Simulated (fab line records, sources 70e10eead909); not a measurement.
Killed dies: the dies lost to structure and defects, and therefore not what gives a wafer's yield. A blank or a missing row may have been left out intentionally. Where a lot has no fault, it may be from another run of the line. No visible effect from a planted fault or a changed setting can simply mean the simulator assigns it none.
Which tool was responsible? | flow nand_harc | 12 lots with 36 wafers sampled at 4 steps, on a route of 1159 steps

## WHAT EACH GAUGE READ, for each wafer
NHARC_P_M0_THK_MEAS_24: measures by xrf. Usual: thk_nm reads 116.9 nm (standard deviation 1.5).
lot  | measured     | on            | thk_nm (nm)       | flag
L497 | day 6 09:05  | film_metro-02 | 115.2 114.5 114.9 |
L498 | day 6 09:47  | film_metro-02 | 120.0 118.4 117.1 |
L501 | day 6 17:32  | film_metro-02 | 117.4 116.5 115.0 |
L505 | day 8 06:57  | film_metro-02 | 117.4 117.8 118.5 |
L511 | day 9 07:54  | film_metro-02 | 117.3 118.0 116.6 |
L512 | day 9 23:15  | film_metro-02 | 118.0 117.1 119.8 |
L514 | day 10 05:53 | film_metro-02 | 115.2 116.0 113.5 |
L515 | day 10 08:31 | film_metro-02 | 117.7 117.9 118.4 |
L516 | day 10 17:33 | film_metro-02 | 116.3 118.0 115.4 |
L517 | day 10 22:56 | film_metro-02 | 118.1 117.0 118.4 |
L518 | day 10 23:26 | film_metro-01 | 114.5 116.8 115.8 |
L520 | day 11 15:33 | film_metro-02 | 119.3 119.2 119.1 |

## EACH LOT AND THE TOOL THAT RAN IT (in order: tool; ch and the chambers of the sampled wafers; start)
lot  | NHARC_P_M0_ETCH_15                            | NHARC_P_M0_PVD_20            | NHARC_P_M0_CMP_23
L497 | rie_diel-09 ch 1,2,3, day 6 07:49 or earlier  | pvd_sputter-03, day 6 07:49  | cmp-04 ch 0,2,3, day 6 08:46
L498 | rie_diel-04 ch 0,1,2, day 6 08:29 or earlier  | pvd_sputter-03, day 6 08:29  | cmp-03 ch 0,1,2, day 6 09:28
L501 | rie_diel-13 ch 0,2,3, day 6 16:14 or earlier  | pvd_sputter-03, day 6 16:14  | cmp-04 ch 0,1,3, day 6 17:18
L505 | rie_diel-13 ch 1,3, day 8 05:40 or earlier    | pvd_sputter-02, day 8 05:40  | cmp-03 ch 0,3, day 8 06:38
L511 | rie_diel-04 ch 0,1, day 9 06:37 or earlier    | pvd_sputter-01, day 9 06:37  | cmp-03 ch 0,2,3, day 9 07:35
L512 | rie_diel-09 ch 0,2,3, day 9 21:59 or earlier  | pvd_sputter-03, day 9 21:59  | cmp-03 ch 1,2, day 9 22:56
L514 | rie_diel-13 ch 0,2, day 10 03:41              | pvd_sputter-03, day 10 04:35 | cmp-04 ch 1,2,3, day 10 05:36
L515 | rie_diel-09 ch 1,2,3, day 10 07:15 or earlier | pvd_sputter-03, day 10 07:15 | cmp-02 ch 0,2, day 10 08:12
L516 | rie_diel-13 ch 1,2, day 10 16:17 or earlier   | pvd_sputter-03, day 10 16:17 | cmp-02 ch 1,2,3, day 10 17:17
L517 | rie_diel-04 ch 0,1,3, day 10 21:38 or earlier | pvd_sputter-02, day 10 21:38 | cmp-04 ch 2,3, day 10 22:37
L518 | rie_diel-09 ch 0,1,3, day 10 22:07 or earlier | pvd_sputter-01, day 10 22:07 | cmp-04 ch 1,2, day 10 23:07
L520 | rie_diel-04 ch 0,1, day 11 14:15 or earlier   | pvd_sputter-03, day 11 14:15 | cmp-03 ch 0,1,2, day 11 15:17
- NHARC_P_M0_ETCH_15: etches the open film in C4F8/Ar, target depth 150 nm, overetch 15 nm, time 82.5 s.
- NHARC_P_M0_PVD_20: deposits TaN, target thk 5 nm, time 8.06 s.
- NHARC_P_M0_CMP_23: polishes, t overpolish 20 s, target thk 117.53 nm.

## AS READ BY THE TOOLS THEMSELVES (means over the sampled wafers that have a number; for cases with no such wafer, the mark the record gives instead)
NHARC_P_M0_ETCH_15. Usual: oes_product_au 0.946 a.u., standard deviation 0.023; rf_vpp_V 441.6 V, standard deviation 2.5.
lot  | tool        | oes_product_au (a.u.) | rf_vpp_V (V) | flag
L497 | rie_diel-09 | 0.966                 | 442.6        |
L498 | rie_diel-04 | 0.958                 | 439.9        |
L501 | rie_diel-13 | 0.965                 | 442.1        |
L505 | rie_diel-13 | 0.964                 | 439.8        |
L511 | rie_diel-04 | 0.919                 | 441.6        |
L512 | rie_diel-09 | 0.915                 | 441.5        |
L514 | rie_diel-13 | 0.920                 | 442.8        |
L515 | rie_diel-09 | 0.919                 | 443.6        |
L516 | rie_diel-13 | 0.917                 | 441.5        |
L517 | rie_diel-04 | 0.963                 | 440.6        |
L518 | rie_diel-09 | 0.917                 | 441.0        |
L520 | rie_diel-04 | 0.947                 | 438.8        |

NHARC_P_M0_PVD_20. Usual: throttle_valve_pct reads 29.6 % (standard deviation 0.96).
lot  | tool           | throttle_valve_pct (%) | flag
L497 | pvd_sputter-03 | 29.7                   |
L498 | pvd_sputter-03 | 29.4                   |
L501 | pvd_sputter-03 | 29.8                   |
L505 | pvd_sputter-02 | 28.9                   |
L511 | pvd_sputter-01 | 29.8                   |
L512 | pvd_sputter-03 | 30.0                   |
L514 | pvd_sputter-03 | 30.1                   |
L515 | pvd_sputter-03 | 29.2                   |
L516 | pvd_sputter-03 | 30.1                   |
L517 | pvd_sputter-02 | 29.8                   |
L518 | pvd_sputter-01 | 29.7                   |
L520 | pvd_sputter-03 | 29.7                   |

NHARC_P_M0_CMP_23. Usual: motor_current_A 12.1 A, standard deviation 1; time_to_endpoint_s 27 s, standard deviation 3.1.
lot  | tool   | motor_current_A (A) | time_to_endpoint_s (s) | flag
L497 | cmp-04 | 12.7                | 23                     |
L498 | cmp-03 | 11.2                | 29                     |
L501 | cmp-04 | 12.0                | 23                     |
L505 | cmp-03 | 11.3                | 33                     |
L511 | cmp-03 | 11.6                | 28                     |
L512 | cmp-03 | 11.2                | 28                     |
L514 | cmp-04 | 13.2                | 27                     |
L515 | cmp-02 | 12.1                | 29                     |
L516 | cmp-02 | 12.4                | 28                     |
L517 | cmp-04 | 12.7                | 26                     |
L518 | cmp-04 | 13.6                | 24                     |
L520 | cmp-03 | 11.7                | 31                     |

## THE ANSWER, worked out from the rows above alone
Rule: a lot is off if the mean of its wafers that have a number lies more than 3 standard deviations from the usual mean. Also off: a lot with no number at a reading for which 4 or more lots have one. The other lots that the step has rows for count as sound. After the gauges, taken in route order, come the tools' own readings; for these a lot's mean is taken, as printed above. The first step at which some lot is off is used, and at that step the reading that is off furthest; a lot without a number counts as furthest.
Across all readings shown, no lot is off: no conclusion can be drawn from this.

## WHAT THE SIMULATOR HAD PUT IN
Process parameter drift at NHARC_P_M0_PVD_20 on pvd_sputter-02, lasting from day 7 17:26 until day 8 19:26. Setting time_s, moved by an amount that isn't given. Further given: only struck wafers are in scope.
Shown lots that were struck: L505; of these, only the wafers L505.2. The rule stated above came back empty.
